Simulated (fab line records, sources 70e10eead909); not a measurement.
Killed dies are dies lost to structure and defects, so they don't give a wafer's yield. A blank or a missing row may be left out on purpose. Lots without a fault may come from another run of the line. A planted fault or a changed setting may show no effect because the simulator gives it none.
fab line records | flow nand_harc
record lots=7 wafers=21 last_day=23
route steps=1159 shown A_STAIRCASE@563
lots that met no fault: from a run of the same line without faults
start_h: hours from the record's first day to the start of the lot's first wafer shown | wait_h: hours since the lot's step before | " the same as in the row above | L1.1+2: a row that stands for several wafers | - no value, or no start given | * or withheld: withheld | < > ~ a bound
route shown NAME@n: a module of which the file shows steps, and the number in the route of the first | usual: mean/standard deviation of fault-free wafers | same: alike in all rows | chamber/n: place in a boat | sites: the reading at each site | _std_site: their standard deviation | _edge_site: outer sites' mean less inner sites' | radius_mm: how far each site lies from the wafer's centre | mask NAME#n: copy n | behind: the tool/chamber that last shaped the wafer | hold: why the lot was held/for how many hours/how that ended | device: the transistor (n, p or np) that didn't switch | end of line: the same wafers' tests at the end of the route | a step without rows: its recipe alone | killed: dies lost to structure and defects at the first sort, not the wafer's yield | map: a wafer's dies, x killed, . not, _ none there
set.NAME: the setting as run; set.NAME@STEP: as run at that earlier step | model.NAME: the simulator's own value behind a step, which no gauge read
lots at some steps of the route; a table a step, a row a wafer
services: from which hour (start_h, from the record's first day; less than 0 if before it) a tool's chamber was out of use, for how many hours, and why
## steps
# step NHARC_A_STAIRCASE_TRIM_26
# recipe time_s=211.2 o2_flow_sccm=500 ar_flow_sccm=0 bias_w=0 chemistry=O2
# usual drypump_motor_current_A=6.1/0.34 oes_product_au=0.999/0.01 rf_vpp_V=57.9/0.87 showerhead_plenum_p_Torr=3.53/0.13 throttle_valve_pct=17.035/0.0092
# same bias_w=0
# columns lot.wafer tool chamber start_h wait_h drypump_motor_current_A oes_product_au rf_hours_counter_h rf_vpp_V showerhead_plenum_p_Torr throttle_valve_pct
L174.4 rie_diel-06 1 - - 6.3 0.997 58 58.4 3.52 17.027
L174.2 " 3 " " 5.8 1.010 63 57.8 3.61 17.032
L174.5 " 2 " " 6.4 1.007 - 56.2 3.60 17.029
L179.3 rie_diel-06 0 - - 6.3 1.005 7 55.8 3.37 17.035
L179.4 " 1 " " 6.3 0.996 8 58.8 3.51 17.039
L179.1 " 2 " " 6.4 0.985 7 58.2 3.59 17.031
L185.3 rie_diel-07 1 - - 5.4 1.011 26 58.0 3.49 17.043
L185.2 " 2 " " 6.0 0.984 30 58.8 3.75 17.056
L185.5 " 2 " " 6.0 0.999 - 57.9 3.75 17.039
L186.1 rie_diel-06 0 - - 6.3 0.998 26 58.3 3.36 17.027
L186.2 " 2 " " 6.5 0.981 22 58.3 3.59 17.040
L186.6 " 0 " " 6.4 1.008 - 57.6 3.36 17.036
L187.4 rie_diel-06 3 - - 5.7 0.991 27 58.0 3.59 17.044
L187.2 " 0 " " 6.4 1.016 27 57.9 3.36 17.036
L187.5 " 1 " " 6.2 0.997 - 57.3 3.50 17.033
L189.2 rie_diel-06 3 - - 5.7 0.992 34 57.5 3.59 17.039
L189.4 " 0 " " 6.3 1.007 34 56.7 3.35 17.033
L189.5 " 2 " " 6.4 0.986 - 59.3 3.58 17.044
L191.4 rie_diel-07 3 - - 5.4 0.983 41 58.2 3.67 17.031
L191.2 " 1 " " 5.4 1.006 36 58.4 3.48 17.025
L191.5 " 3 " " 5.5 0.977 - 58.4 3.67 17.027
# step NHARC_A_STAIRCASE_ETCH_27
# recipe target_depth_a=1000 time_s=40.5 ion_energy_ev=400 c4f8_flow_sccm=20 o2_flow_sccm=10 ar_flow_sccm=withheld rf_w=600 bias_w=1000 chemistry=C4F8/O2
# usual bias_w=1000/3.2 oes_product_au=0.942/0.01 rf_vpp_V=896/4.7
# columns lot.wafer tool chamber start_h wait_h bias_w oes_product_au rf_hours_counter_h rf_vpp_V
L174.4 rie_diel-06 0 - - 1000 0.935 59 890
L174.2 " 3 " " 1003 0.937 63 899
L174.5 " 1 " " 993 0.920 - 896
L179.4 rie_diel-06 2 - - 1001 0.948 7 898
L179.3 " 3 " " 1000 0.946 7 897
L179.1 " 1 " " 1004 0.932 8 895
L185.3 rie_diel-07 1 - - 996 0.957 26 896
L185.2 " 0 " " 1000 0.951 32 901
L185.5 " 2 " " 1003 0.943 - 904
L186.2 rie_diel-06 1 - - 1002 0.937 26 895
L186.1 " 3 " " 1003 0.945 26 898
L186.6 " 1 " " 1004 0.944 - 896
L187.4 rie_diel-06 1 - - 999 0.941 27 896
L187.2 " 3 " " 1004 0.938 27 898
L187.5 " 1 " " 997 0.935 - 897
L189.4 rie_diel-06 2 - - 996 0.938 28 898
L189.2 " 0 " " 1002 0.945 34 888
L189.5 " 1 " " 1000 0.955 - 896
L191.4 rie_diel-07 3 - - 1000 0.937 41 902
L191.2 " 0 " " 1001 0.948 43 900
L191.5 " 1 " " 1002 0.955 - 895
# step NHARC_A_STAIRCASE_STRIP_175
# recipe power_w=1500 temp_c=250 chemistry=O2
# usual drypump_motor_current_A=5.9/0.42 heater_power_w=303/17 rf_refl_power_W=16/5.1
# columns lot.wafer tool chamber start_h wait_h drypump_motor_current_A heater_power_w rf_hours_counter_h rf_refl_power_W
L174.2 plasma_asher-01 1 234.48 0.1 5.3 303 44 -
L174.4 " 0 " " 6.1 293 - -
L174.5 " 1 " " 5.3 300 - -
L179.1 plasma_asher-02 0 268.02 0.1 6.4 333 14 11
L179.4 " 0 " " 6.4 321 - 11
L179.3 " 1 " " 5.8 281 - 13
L185.2 plasma_asher-02 1 324.20 0.1 5.8 280 35 12
L185.3 " 1 " " 5.8 280 - 13
L185.5 " 0 " " 6.4 326 - 10
L186.2 plasma_asher-02 1 324.44 0.2 5.8 281 35 12
L186.1 " 0 " " 6.4 332 35 11
L186.6 " 1 " " 5.8 276 - 12
L187.2 plasma_asher-02 0 326.80 0.1 6.4 327 36 11
L187.4 " 0 " " 6.4 327 - 11
L187.5 " 0 " " 6.4 328 - 10
L189.2 plasma_asher-01 0 338.07 0.5 6.2 301 18 14
L189.4 " 1 " " 5.3 309 - 24
L189.5 " 0 " " 6.1 289 - 14
L191.2 plasma_asher-02 0 349.28 0.6 6.4 324 43 -
L191.4 " 0 " " 6.4 325 - -
L191.5 " 0 " " 6.4 327 - -
# step NHARC_A_STAIRCASE_STRIP_148
# recipe time_s=900 temp_c=130 chemistry=SPM
# step NHARC_A_STAIRCASE_PRECLEAN_149
# recipe time_s=* temp_c=50 bath_age_min=0 chemistry=SC1
# step NHARC_A_STAIRCASE_SRD_150
# step NHARC_A_STAIRCASE_DEHYDRATE_176
# recipe temp_c=150 time_s=120
# step NHARC_A_STAIRCASE_HMDS_177
# recipe time_s=30
# step NHARC_A_STAIRCASE_COAT_178
# recipe spin_rpm=1200
# step NHARC_A_STAIRCASE_SOFTBAKE_179
# recipe temp_c=135 time_s=170
# step NHARC_A_STAIRCASE_EBR_180
# step NHARC_A_STAIRCASE_EXPOSE_181
# recipe na=0.5 dose_mj=27.87 mask_id=STAIR_2
# usual focus_offset_nm=0.0/0.5
# columns lot.wafer tool chamber start_h wait_h mask focus_offset_nm model.A_STAIRCASE.overlay_x_nm
L174.2 krf_scanner-04 0 235.63 - STAIR_2#0 -0.4 1.515
L174.4 " 0 " " STAIR_2#0 0.0 1.515
L174.5 " 0 " " STAIR_2#0 -0.4 1.515
L179.1 krf_scanner-03 0 269.16 - STAIR_2#0 1.0 3.659
L179.3 " 0 " " STAIR_2#0 -0.1 3.659
L179.4 " 0 " " STAIR_2#0 0.4 3.659
L185.2 krf_scanner-04 0 325.30 - STAIR_2#0 0.8 -2.451
L185.3 " 0 " " STAIR_2#0 0.6 -2.451
L185.5 " 0 " " STAIR_2#0 0.0 -2.451
L186.1 krf_scanner-03 0 325.58 - STAIR_2#0 -0.3 33.92
L186.2 " 0 " " STAIR_2#0 0.2 33.92
L186.6 " 0 " " STAIR_2#0 -0.4 33.92
L187.2 krf_scanner-03 0 327.77 - STAIR_2#0 -0.5 26.31
L187.4 " 0 " " STAIR_2#0 0.0 26.31
L187.5 " 0 " " STAIR_2#0 -1.3 26.31
L189.2 krf_scanner-03 0 339.16 - STAIR_2#0 -0.9 36.97
L189.4 " 0 " " STAIR_2#0 0.2 36.97
L189.5 " 0 " " STAIR_2#0 -0.7 36.97
L191.2 krf_scanner-04 0 350.25 - STAIR_2#0 0.1 -0.273
L191.4 " 0 " " STAIR_2#0 0.1 -0.273
L191.5 " 0 " " STAIR_2#0 -1.1 -0.273
# step NHARC_A_STAIRCASE_PEB_182
# recipe peb_temp_c=115 peb_time_s=130
## services
# columns tool chamber start_h hours kind
rie_diel-06 0 220.33 - clean
rie_diel-06 1 220.33 - clean
rie_diel-06 2 220.33 - clean
rie_diel-06 3 220.33 - clean
rie_diel-07 - 228.23 9.0 pm
plasma_asher-02 - 234.84 7.2 repair
rie_diel-06 - 241.20 9.0 pm
rie_diel-06 0 241.20 9.0 vent_cycle
rie_diel-06 1 241.20 9.0 vent_cycle
rie_diel-06 2 241.20 9.0 vent_cycle
rie_diel-06 3 241.20 9.0 vent_cycle
plasma_asher-02 - 243.10 24.9 repair
rie_diel-06 0 250.20 - clean
rie_diel-06 1 250.20 - clean
rie_diel-06 2 250.20 - clean
rie_diel-06 3 250.20 - clean
krf_scanner-04 - 257.11 0.8 repair
rie_diel-06 0 274.70 - clean
plasma_asher-01 - 276.00 9.0 pm
krf_scanner-04 - 286.73 1.4 repair
rie_diel-07 1 287.55 13.4 repair
rie_diel-06 2 289.33 6.8 repair
krf_scanner-04 - 298.00 4.0 pm
krf_scanner-03 - 340.11 4.0 pm
## key
first_sign none at tools or gauges
model_effect step=NHARC_A_STAIRCASE_EXPOSE_181 value=A_STAIRCASE.overlay_x_nm without=3.475 struck=32.4
met_at NHARC_A_STAIRCASE_EXPOSE_181
struck_wafers L186.1,L186.2,L186.6,L187.2,L187.4,L187.5,L189.2,L189.4,L189.5
tester_left_out L186,L187,L189
onset_between 269.16 325.58
also_fits NHARC_A_STAIRCASE_TRIM_26:rie_diel-06,NHARC_A_STAIRCASE_ETCH_27:rie_diel-06
fault kind=scanner_matching_overlay tool=krf_scanner-03 chamber=- onset_h=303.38 steps=NHARC_A_STAIRCASE_EXPOSE_181 offset=28.927
# tester_left_out: of these lots the tester's yield and bins aren't shown, on N5 and GAA mostly nor the transistor test; their killed dies are dies lost to structure and defects alone, not to doping, threshold or leakage, so they don't give the yield
